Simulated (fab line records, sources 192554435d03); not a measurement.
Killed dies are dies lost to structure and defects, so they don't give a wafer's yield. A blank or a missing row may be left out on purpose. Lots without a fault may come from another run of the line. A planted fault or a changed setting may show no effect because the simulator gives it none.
fab line records | flow n5_finfet
record lots=3 wafers=9 last_day=17
route steps=1938 shown ILD0@335 SDB@347 BEOL_M4@1111 PASSIVATION@1936
lots that met no fault: from a run of the same line without faults
start_h: hours from the record's first day to the start of the lot's first wafer shown | wait_h: hours since the lot's step before | " the same as in the row above | L1.1+2: a row that stands for several wafers | - no value, or no start given | * or withheld: withheld | < > ~ a bound
route shown NAME@n: a module of which the file shows steps, and the number in the route of the first | usual: mean/standard deviation of fault-free wafers | same: alike in all rows | chamber/n: place in a boat | sites: the reading at each site | _std_site: their standard deviation | _edge_site: outer sites' mean less inner sites' | radius_mm: how far each site lies from the wafer's centre | mask NAME#n: copy n | behind: the tool/chamber that last shaped the wafer | hold: why the lot was held/for how many hours/how that ended | device: the transistor (n, p or np) that didn't switch | end of line: the same wafers' tests at the end of the route | a step without rows: its recipe alone | killed: dies lost to structure and defects at the first sort, not the wafer's yield | map: a wafer's dies, x killed, . not, _ none there
set.NAME: the setting as run; set.NAME@STEP: as run at that earlier step | model.NAME: the simulator's own value behind a step, which no gauge read
lots at some steps of the route; a table a step, a row a wafer
services: from which hour (start_h, from the record's first day; less than 0 if before it) a tool's chamber was out of use, for how many hours, and why
## steps
# step N5_ILD0_LINER_00
# recipe material=SiNx target_thk_a=40 temp_c=400 ald_precursor_family=SiH2I2 ald_co_reactant=N2/H2-plasma pulse_time_s=1 purge_time_s=2 co_reactant_purge_time_s=2 ald_cycles=80 pressure_torr=2
# step N5_ILD0_FCVD_FILL_01
# recipe material=SiO2_flowable target_thk_a=2000 temp_c=100 pressure_torr=0.8 rf_w=2000 time_s=328.3
# step N5_ILD0_CURE_02
# recipe temp_c=450 time_s=1800 ambient=steam idle_temp_c=400 ramp_up_c_per_min=5 ramp_down_c_per_min=3 densification_p_h2o_torr=640
# step N5_ILD0_CMP_03
# recipe stop_on=SiNx t_overpolish_s=1.9 post_cmp_clean=alkaline_brush down_force_psi=4.1491 platen_rpm=51.796 pad_velocity_m_s=1.0306 target_thk_nm=197.38
# step N5_ILD0_CMP_07
# recipe stop_on=poly-Si material=SiO2_flowable t_overpolish_s=1.18 post_cmp_clean=alkaline_brush down_force_psi=4.1491 platen_rpm=51.796 pad_velocity_m_s=1.0306 target_thk_nm=138.88
# step N5_ILD0_PRECLEAN_10
# recipe chemistry=NF3:NH3 afs_cycles=5 time_s=20 temp_c=30 sublimation_temp_c=180 sublimation_time_s=60 pressure_torr=3 rf_power_w=30
# step N5_ILD0_ALD_15
# recipe material=SiNx target_thk_a=240 temp_c=400 ald_precursor_family=SiH2I2 ald_co_reactant=N2/H2-plasma pulse_time_s=1 ald_cycles=480 purge_time_s=2 co_reactant_purge_time_s=2 pressure_torr=2
# step N5_ILD0_CMP_12
# recipe stop_on=poly-Si material=SiNx t_overpolish_s=6 post_cmp_clean=alkaline_brush down_force_psi=2.5 platen_rpm=51.8 pad_velocity_m_s=1.0307 target_thk_nm=17.67
# step N5_SDB_HM_DEP_00
# recipe material=SiNx target_thk_a=400 temp_c=400 precursor=SiH4/NH3/N2 pressure_torr=1.5 rf_w=300 time_s=35.3
# usual heater_power_w=728/65 rf_fwd_power_W=297.4/1.1 showerhead_plenum_p_Torr=5.14/0.046 throttle_valve_pct=40.7/2
# columns lot.wafer tool chamber start_h wait_h heater_power_w rf_fwd_power_W showerhead_plenum_p_Torr throttle_valve_pct model.SiNx_of_SDB_HM_DEP_00.thk_nm
L275.1 pecvd-03 1 102.47 0.0 829 298.7 5.17 42.0 39.8
L275.2 " 0 " " 741 296.5 5.20 38.8 39.4
L275.6 " 2 " " 788 297.5 5.16 40.7 40.2
L283.1 pecvd-03 0 149.74 0.0 704 297.1 5.20 38.9 40.2
L283.4 " 2 " " 815 297.3 5.16 40.8 75.8
L283.5 " 0 " " 684 296.6 5.20 38.6 40.8
L290.1 pecvd-01 1 192.36 0.0 721 298.3 5.14 44.7 39.8
L290.2 " 0 " " 700 298.3 5.15 40.1 40.4
L290.3 " 2 " " 755 296.4 5.06 38.6 39.8
# step N5_SDB_COAT_03
# recipe resist=SOC temp_c=250 time_s=60 spin_rpm=1500 resist_thk_nm=100
# step N5_SDB_COAT_04
# recipe resist=SiARC temp_c=220 time_s=60 spin_rpm=1500 resist_thk_nm=18
# step N5_SDB_COAT_05
# recipe resist=CAR-ArF spin_rpm=1500 resist_thk_nm=90
# step N5_SDB_EBR_07
# recipe solvent=PGMEA ebr_width_mm=1.5
# step N5_SDB_SOFTBAKE_06
# recipe temp_c=110 time_s=60 resist=CAR-ArF
# step N5_SDB_EXPOSE_08
# recipe mask_id=SDB na=1.35 source_shape=conventional sigma_outer=0.5 polarization=unpolarized dose_mj=49.6
# step N5_SDB_PEB_09
# recipe peb_temp_c=withheld peb_time_s=60 resist=CAR-ArF
# step N5_SDB_DEVELOP_10
# recipe develop_time_s=30 developer=TMAH resist=CAR-ArF rinse_liquid=diw dry=air_spin dev_temp_c=23
# step N5_SDB_DESCUM_16
# recipe chemistry=O2 time_s=7.9 source_power_w=50 bias_power_w=20 pressure_mtorr=20 rf_frequency_hz=2.712e+07 temp_c=40 resist=CAR-ArF o2_flow_sccm=225
# step N5_SDB_ETCH_17
# recipe chemistry=CF4 target=SiARC target_depth_a=234 mask_material=CAR-ArF time_s=39 ion_energy_ev=80 pressure_mtorr=40 source_w=545 bias_w=36 Ar_flow_sccm=100 cf4_flow_sccm=100 ends=cleared
# step N5_SDB_ETCH_18
# recipe chemistry=N2/H2 target=SOC target_depth_a=1000 overetch_a=200 mask_material=SiARC temp_c=40 time_s=150 ion_energy_ev=200 pressure_mtorr=30 source_w=840 bias_w=150 n2_flow_sccm=200 h2_flow_sccm=200
# step N5_SDB_STRIP_19
# recipe chemistry=N2/H2 temp_c=40 n2_flow_sccm=200 h2_flow_sccm=200 rf_frequency_hz=6e+07
# step N5_SDB_STRIP_21
# recipe chemistry=CF4 resist=SiARC power_w=300 bias_power_w=75 pressure_mtorr=50 cf4_flow_sccm=150 rf_frequency_hz=6e+07
# step N5_SDB_HM_OPEN_20
# recipe chemistry=CH3F/O2 target=SiNx mask_material=SOC target_depth_a=240 stop_on=poly-Si over_etch_frac=0.4 ion_energy_ev=120 pressure_mtorr=30 source_w=395 bias_w=73 Ar_flow_sccm=150 CH3F_flow_sccm=30 O2_flow_sccm=20
# usual drypump_motor_current_A=5.8/0.61 oes_product_au=0.63/0.058 rf_fwd_power_W=391.9/1.4 rf_vpp_V=295/4.6 showerhead_plenum_p_Torr=1.97/0.06 throttle_valve_pct=16.30/0.18
# columns lot.wafer tool chamber start_h wait_h drypump_motor_current_A oes_product_au rf_fwd_power_W rf_hours_counter_h rf_vpp_V showerhead_plenum_p_Torr throttle_valve_pct model.etch.depth_nm
L275.1 rie_diel-05 2 103.24 0.0 5.6 0.65 393.4 116 297 2.02 16.33 23.88
L275.2 " 1 " " 5.9 0.72 391.2 36 297 1.96 16.32 23.47
L275.6 " 2 " " 5.6 0.65 391.6 - 298 2.02 16.33 24.12
L283.1 rie_diel-06 0 150.89 0.0 6.4 0.61 388.8 152 288 1.92 16.52 24.18
L283.4 " 2 " " 5.3 0.85 391.1 54 302 1.94 15.97 33.86
L283.5 " 0 " " 6.4 0.62 390.2 - 287 1.92 16.51 24.75
L290.1 rie_diel-01 1 193.13 0.0 5.3 0.60 389.9 180 298 1.98 16.56 23.77
L290.2 " 2 " " 6.7 0.63 392.5 173 300 1.99 16.25 24.31
L290.3 " 0 " " 6.2 0.79 390.5 7 296 2.13 15.84 23.73
# step N5_SDB_STRIP_22
# recipe chemistry=N2/H2 power_w=1000 temp_c=250 h2_frac=0.65 overash_fraction=0.3 pressure_mtorr=withheld n2_flow_sccm=1750 h2_flow_sccm=3250
# step N5_SDB_PRECLEAN_23
# recipe chemistry=dHF time_s=30 temp_c=25 dilution=withheld
# step N5_SDB_DUMMY_REMOVE_24
# recipe chemistry=TMAH temp_c=70 target=poly-Si stop_on=SiO2 target_depth_nm=142 conc_wt_pct=5 time_s=57 dry=ipa_marangoni rinse_time_s=30 rinse_temp_c=23
# step N5_SDB_ETCH_25
# recipe chemistry=C4F6/O2 target=SiO2 target_depth_a=100 time_s=3.3 ion_energy_ev=250 mask_material=SiNx pressure_mtorr=30 source_w=345 bias_w=185 Ar_flow_sccm=300 C4F6_flow_sccm=10 O2_flow_sccm=10
# step N5_SDB_CUT_ETCH_26
# recipe chemistry=HBr/Cl2/O2 target=Si target_depth_a=1296 bt_time_s=20 mask_material=SiNx time_s=51.8 ion_energy_ev=* bias_w=* pressure_mtorr=10 icp_w=800 HBr_flow_sccm=150 Cl2_flow_sccm=80 O2_flow_sccm=12
# step N5_SDB_PRECLEAN_38
# recipe chemistry=dHF time_s=10 dilution=750:1 temp_c=25
# columns lot.wafer tool chamber start_h wait_h model.SiNx_of_SDB_HM_DEP_00.thk_nm
L275.1 wet_bench-04 0 103.74 0.1 22.2
L275.2 " 2 " " 21.8
L275.6 " 1 " " 22
L283.1 wet_bench-01 7 151.39 0.1 22
L283.4 " 4 " " 57.6
L283.5 " 1 " " 22.8
L290.1+3 wet_bench-01 1,0 193.66 0.1 21.8
L290.2 " 3 " " 22.2
# step N5_SDB_PRECLEAN_39
# recipe chemistry=O3/DIW time_s=45 temp_c=22 o3_ppm=10
# step N5_SDB_SRD_28
# recipe dry=ipa_marangoni time_s=30 temp_c=23 rinse_liquid=diw
# step N5_SDB_ALD_29
# recipe material=SiNx target_thk_a=300 temp_c=400 ald_precursor_family=SiH2I2 ald_co_reactant=N2/H2-plasma pulse_time_s=1 ald_cycles=600 purge_time_s=2 co_reactant_purge_time_s=2 pressure_torr=2
# step N5_SDB_CMP_30
# recipe stop_on=poly-Si t_overpolish_s=1.54 post_cmp_clean=alkaline_brush down_force_psi=4.1491 platen_rpm=51.796 pad_velocity_m_s=1.0306 target_thk_nm=30
# usual motor_current_A=12.0/1.3 retaining_ring_pressure_frac=1.000/0.0047 time_to_endpoint_s=17.4/2.8
# columns lot.wafer tool chamber start_h wait_h motor_current_A retaining_ring_pressure_frac time_to_endpoint_s
L275.2 cmp-04 1 106.54 1.4 11.4 0.998 12.9
L275.1 " 3 " " 14.2 0.995 15.6
L275.6 " 2 " " 13.1 0.998 15.8
L283.4 cmp-04 0 154.19 1.4 13.0 1.003 29.1
L283.1 " 3 " " 14.3 0.993 18.7
L283.5 " 1 " " 11.6 1.003 14.3
L290.2 cmp-02 0 196.46 1.4 11.1 1.000 15.0
L290.3 " 1 " " 10.1 0.994 14.0
L290.1 " 2 " " 11.3 1.001 18.6
# step N5_BEOL_M4_RC_MEAS_101
# usual DIBL_N=36.5/2 DIBL_P=36.5/2.3 IOFF_N=0.16/0.036 IOFF_P=0.21/0.037 ION_N=672/12 ION_P=459/7.1 SS_N=71.6/0.73 SS_P=73.4/0.76 VT_N=250/3.3 VT_P=-250.5/2.9
# columns lot.wafer tool chamber start_h wait_h DIBL_N[mV/V] DIBL_P[mV/V] IOFF_N[nA/um] IOFF_P[nA/um] ION_N[uA/um] ION_P[uA/um] SS_N[mV/dec] SS_P[mV/dec] VT_N[mV] VT_P[mV]
L275.1 prober-02 0 201.65 0.0 36.4 34.9 0.16 0.21 673 462 71.0 73.2 248 -249.7
L275.2 " 0 " " 36.3 34.2 0.18 0.21 690 467 71.5 72.9 245 -250.3
L275.6 " 0 " " 38.9 37.4 0.23 0.27 687 466 72.2 74.3 245 -246.5
L283.1 prober-02 0 257.60 0.0 40.6 41.6 0.23 0.31 680 466 72.2 74.7 245 -246.1
L283.5 " 0 " " 37.8 38.2 0.16 0.24 648 452 72.4 73.2 254 -251.2
L290.1 prober-01 0 297.09 0.1 36.4 36.7 0.16 0.22 673 460 71.3 73.1 250 -250.8
L290.2 " 0 " " 39.6 40.7 0.24 0.29 696 467 72.8 74.5 242 -244.7
L290.3 " 0 " " 34.6 35.0 0.13 0.18 672 457 71.8 72.6 252 -252.3
# step N5_PASSIVATION_PROBE_49
# usual defect_limited_yield=91.4/1.4 killed_at_M0_to_M3=33/11 killed_at_M4_up=13/5.3 killed_at_contacts=13/6.1 killed_at_front_end=40/11 killed_at_other=2.9/2.7 killed_dies=102/17 killed_on_rim=14/4.2 killed_open=68/13 killed_short=32/7.5 sort_bin_5_function=5.1/0.98 sort_bin_6_memory=3.2/0.69 sort_n_pass=1077/21 sort_yield_pct=91.3/1.7
# same gross_dies=1180 killed_at_back_side=0 sort_bin_4_leakage[%]=0 sort_bin_8_speed[%]=0
# columns lot.wafer tool chamber start_h wait_h defect_limited_yield[%] killed_at_M0_to_M3 killed_at_M4_up killed_at_contacts killed_at_front_end killed_at_other killed_dies killed_on_rim killed_open killed_short sort_bin_5_function[%] sort_bin_6_memory[%] sort_n_pass sort_yield_pct[%]
L275.1 prober-02 - 320.44 0.0 90.6 32 26 17 32 4 111 16 86 25 5.9 3.4 1069 90.6
L275.2 prober-02 - 320.49 0.1 91.6 44 15 18 21 1 99 18 61 37 5.6 2.4 1081 91.6
L275.6 prober-02 - 320.69 0.3 92.8 21 18 16 29 1 85 11 56 28 4.4 2.5 1095 92.8
L283.1 prober-01 - 378.38 0.0 93.5 27 7 13 30 0 77 7 44 32 3.4 3.1 1103 93.5
L283.4 prober-01 - 378.53 0.2 0 28 4 12 1132 4 1180 152 55 36 96.5 2.8 0 0
L283.5 prober-01 - 378.58 0.2 92.9 30 7 11 36 0 84 14 55 29 4.1 2.8 1096 92.9
# killed by level:class
L275.1 BEOL_M4:geometric_particle:open=18 BEOL_M0_SAQP:geometric_particle:open=13 MOL_CONTACT_COAG:geometric_particle:open=12 STI_FIN_REVEAL:geometric_particle:open=9 BEOL_M1:geometric_particle:open=7 BEOL_M3:geometric_particle:open=6 MOL_CONTACT_COAG:geometric_particle:short=5 FIN_SAQP:geometric_particle:open=4
L275.2 MOL_CONTACT_COAG:geometric_particle:open=16 BEOL_M0_SAQP:geometric_particle:short=12 GATE_CUT:geometric_particle:short=8 BEOL_M0_SAQP:geometric_particle:open=8 BEOL_M4:geometric_particle:open=7 BEOL_M3:geometric_particle:open=5 BEOL_M2:geometric_particle:open=5 BEOL_M5:geometric_particle:open=5
L275.6 MOL_CONTACT_COAG:geometric_particle:open=15 BEOL_M4:geometric_particle:short=7 BEOL_M1:geometric_particle:open=6 BEOL_M4:geometric_particle:open=6 GATE_CUT:geometric_particle:short=5 BEOL_M5:geometric_particle:open=5 FIN_SAQP:geometric_particle:short=4 STI_FIN_REVEAL:geometric_particle:open=4
L283.1 MOL_CONTACT_COAG:geometric_particle:open=11 BEOL_M0_SAQP:geometric_particle:open=8 BEOL_M0_SAQP:geometric_particle:short=8 FIN_SAQP:geometric_particle:open=6 GATE_CUT:geometric_particle:short=6 BEOL_M1:geometric_particle:open=5 ILD0:geometric_particle:short=4 FIN_CUT:geometric_particle:short=3
L283.4 SDB:area_open=1087 FIN_SAQP:geometric_particle:open=17 MOL_CONTACT_COAG:geometric_particle:open=11 BEOL_M0_SAQP:geometric_particle:short=8 GATE_CUT:geometric_particle:short=6 BEOL_M0_SAQP:geometric_particle:open=5 STARTING-WAFER:geometric_particle:short=5 FIN_SAQP:geometric_particle:short=4
L283.5 MOL_CONTACT_COAG:geometric_particle:open=10 BEOL_M0_SAQP:geometric_particle:open=9 FIN_SAQP:geometric_particle:short=6 FIN_SAQP:geometric_particle:open=5 GATE_CUT:geometric_particle:open=5 BEOL_M0_SAQP:geometric_particle:short=5 BEOL_M2:geometric_particle:open=5 BEOL_M2:geometric_particle:short=5
# map L283.4 (x killed, . not)
_________________xxxxxxxxxxxx________________
______________xxxxxxxxxxxxxxxxxx_____________
___________xxxxxxxxxxxxxxxxxxxxxxxx__________
__________xxxxxxxxxxxxxxxxxxxxxxxxxx_________
________xxxxxxxxxxxxxxxxxxxxxxxxxxxxxx_______
_______xxxxxxxxxxxxxxxxxxxxxxxxxxxxxxxx______
______xxxxxxxxxxxxxxxxxxxxxxxxxxxxxxxxxx_____
_____xxxxxxxxxxxxxxxxxxxxxxxxxxxxxxxxxxxx____
____xxxxxxxxxxxxxxxxxxxxxxxxxxxxxxxxxxxxxx___
___xxxxxxxxxxxxxxxxxxxxxxxxxxxxxxxxxxxxxxxx__
___xxxxxxxxxxxxxxxxxxxxxxxxxxxxxxxxxxxxxxxx__
__xxxxxxxxxxxxxxxxxxxxxxxxxxxxxxxxxxxxxxxxxx_
__xxxxxxxxxxxxxxxxxxxxxxxxxxxxxxxxxxxxxxxxxx_
_xxxxxxxxxxxxxxxxxxxxxxxxxxxxxxxxxxxxxxxxxxxx
_xxxxxxxxxxxxxxxxxxxxxxxxxxxxxxxxxxxxxxxxxxxx
_xxxxxxxxxxxxxxxxxxxxxxxxxxxxxxxxxxxxxxxxxxxx
_xxxxxxxxxxxxxxxxxxxxxxxxxxxxxxxxxxxxxxxxxxxx
_xxxxxxxxxxxxxxxxxxxxxxxxxxxxxxxxxxxxxxxxxxxx
_xxxxxxxxxxxxxxxxxxxxxxxxxxxxxxxxxxxxxxxxxxxx
_xxxxxxxxxxxxxxxxxxxxxxxxxxxxxxxxxxxxxxxxxxxx
_xxxxxxxxxxxxxxxxxxxxxxxxxxxxxxxxxxxxxxxxxxxx
__xxxxxxxxxxxxxxxxxxxxxxxxxxxxxxxxxxxxxxxxxx_
__xxxxxxxxxxxxxxxxxxxxxxxxxxxxxxxxxxxxxxxxxx_
___xxxxxxxxxxxxxxxxxxxxxxxxxxxxxxxxxxxxxxxx__
___xxxxxxxxxxxxxxxxxxxxxxxxxxxxxxxxxxxxxxxx__
____xxxxxxxxxxxxxxxxxxxxxxxxxxxxxxxxxxxxxx___
_____xxxxxxxxxxxxxxxxxxxxxxxxxxxxxxxxxxxx____
______xxxxxxxxxxxxxxxxxxxxxxxxxxxxxxxxxx_____
_______xxxxxxxxxxxxxxxxxxxxxxxxxxxxxxxx______
________xxxxxxxxxxxxxxxxxxxxxxxxxxxxxx_______
__________xxxxxxxxxxxxxxxxxxxxxxxxxx_________
___________xxxxxxxxxxxxxxxxxxxxxxxx__________
______________xxxxxxxxxxxxxxxxxx_____________
_________________xxxxxxxxxxxx________________
# map L275.1 (x killed, . not)
_________________...x........________________
______________....xx..........xx_____________
___________....x....x.........xx...__________
__________.....x...................._________
________.............x..xxx.x.....x..._______
_______.................x..............______
______x....................x...x......x._____
_____......x..x.................x...xxx..____
____x......x.x...............x...........x___
___x.................x..........x..........__
___................x.......x...............__
__.......x..x..................x..x......x.._
__.......x....x.................x.x.x.x.x..._
_..............x...x.......................x.
_..........x......x.x.......xxx..............
_..........xx..........................x.xx..
_........x........................x..........
_.............................x.........x....
_.x.......x............x......x...........x..
_.......................x....................
_...x....x........................x..........
__.................x........................_
__..x.....x.....................x.x........._
___..................x..x.....x.x.........x__
___..........x..............x.x............__
____.x...............x....................___
_____....x.........x..............x......____
______.....x.........x.................._____
_______..x..............x..............______
________...........x.x................_______
__________..x............x...x.x...._________
___________..x.....x.x.............__________
______________...xx............x_____________
_________________.........x..________________
## services
# columns tool chamber start_h hours kind
rie_diel-05 - 88.48 0.2 repair
pecvd-03 0 91.03 5.5 scheduled_down
cmp-02 - 103.74 4.0 pm
rie_diel-05 2 106.14 16.1 repair
cmp-02 - 107.74 - consumable_replace:conditioner
cmp-02 - 107.74 - consumable_replace:pad
rie_diel-05 1 116.27 3.7 repair
rie_diel-06 2 128.59 2.3 repair
pecvd-03 2 132.33 2.1 scheduled_down
pecvd-03 1 147.80 2.1 scheduled_down
rie_diel-01 0 153.21 - clean
rie_diel-01 0 153.21 - consumable_replace:focus_ring
rie_diel-01 0 153.21 - consumable_replace:showerhead
rie_diel-01 0 153.21 21.3 scheduled_down
rie_diel-01 0 153.21 21.3 vent_cycle
rie_diel-05 0 156.68 4.6 repair
cmp-02 - 158.53 3.9 repair
rie_diel-06 1 173.05 - clean
rie_diel-06 1 173.05 - consumable_replace:focus_ring
rie_diel-06 1 173.05 16.4 scheduled_down
rie_diel-06 0 176.57 2.9 repair
cmp-04 - 182.02 4.5 repair
rie_diel-01 3 183.44 7.2 repair
pecvd-03 0 191.30 24.5 repair
## key
first_sign step=N5_SDB_HM_OPEN_20 reading=oes_product_au direction=up sigmas=3.8 usual=0.63 struck=0.85
effect step=N5_SDB_CMP_30 reading=time_to_endpoint_s direction=up sigmas=4.2 usual=* struck=*
effect step=N5_PASSIVATION_PROBE_49 reading=killed_at_front_end direction=up sigmas=99+ usual=40 struck=1132
model_effect step=N5_SDB_HM_DEP_00 value=SiNx_of_SDB_HM_DEP_00.thk_nm without=41.2 struck=75.8
model_effect step=N5_SDB_HM_OPEN_20 value=etch.depth_nm without=25.25 struck=33.86
model_effect step=N5_SDB_PRECLEAN_38 value=SiNx_of_SDB_HM_DEP_00.thk_nm without=23 struck=57.6
more_kills_born_at N5_SDB_HM_OPEN_20@rie_diel-06=1087
met_at N5_SDB_HM_DEP_00
struck_wafers L283.4
later_rows_left_out L283.4
onset_between 102.47 149.74
fault kind=process_parameter_drift tool=pecvd-03 chamber=2 onset_h=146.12 steps=N5_SDB_HM_DEP_00 channel=time_s offset=* shape=step end_h=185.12 acts_in=* stated=*
# later_rows_left_out: the simulator's readings of these wafers behind a module that went badly wrong aren't trusted and aren't shown, but for the sort
